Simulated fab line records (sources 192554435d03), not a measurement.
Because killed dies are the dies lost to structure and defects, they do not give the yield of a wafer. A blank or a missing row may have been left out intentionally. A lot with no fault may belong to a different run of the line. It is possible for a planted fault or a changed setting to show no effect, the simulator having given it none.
Chamber matching -- flow n5Finfet -- N5_SPACER0_ALD_00 on aldSin-04 has 4 sister chambers
The step deposits SiOCN, target thk 3.5 nm, pulse time 3 s, purge time 2 s. 4 wafers are shown with their chamber, then 12 later ones without.

## WAFERS, EACH WITH ITS CHAMBER
wafer,chamber,heaterPowerW (W)
L089.5,3,818
L090.3,0,1014
L090.5,2,1018
L090.6,1,858

## WAFERS WITH NO CHAMBER GIVEN
wafer,heaterPowerW (W)
L092.2,1014
L092.3,862
L092.5,860
L093.1,842
L093.2,1017
L093.3,1005
L093.4,837
L093.5,875
L093.6,997
L096.3,1005
L096.4,1001
L096.5,979

## WHICH CHAMBER EACH ONE RAN IN
wafer,from the rows above,in truth
L092.2,can't be placed: 0 or 2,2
L092.3,1,1
L092.5,1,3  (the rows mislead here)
L093.1,can't be placed: 1 or 3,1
L093.2,can't be placed: 2 or 0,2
L093.3,can't be placed: 0 or 2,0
L093.4,can't be placed: 3 or 1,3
L093.5,1,1
L093.6,can't be placed: 0 or 2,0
L096.3,can't be placed: 0 or 2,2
L096.4,can't be placed: 0 or 2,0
L096.5,can't be placed: 0 or 2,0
Placed correctly: 2 of 12. These rows do not allow placing 9 (true chamber among the candidates in 9). 1 placed wrongly.
How it was worked out, from the rows above alone: a wafer's distance from a chamber is the root of the sum, over the readings, of the square of ((its reading less the chamber's mean) divided by the reading's scatter). If the next closest chamber is less than 2 further off than the closest, the wafer can't be placed; otherwise it belongs to the closest. A chamber's mean is the mean of its shown wafers. The scatter (one wafer shown for each chamber): square how far every hidden wafer sits from the nearest shown wafer, average those squares and take the square root.
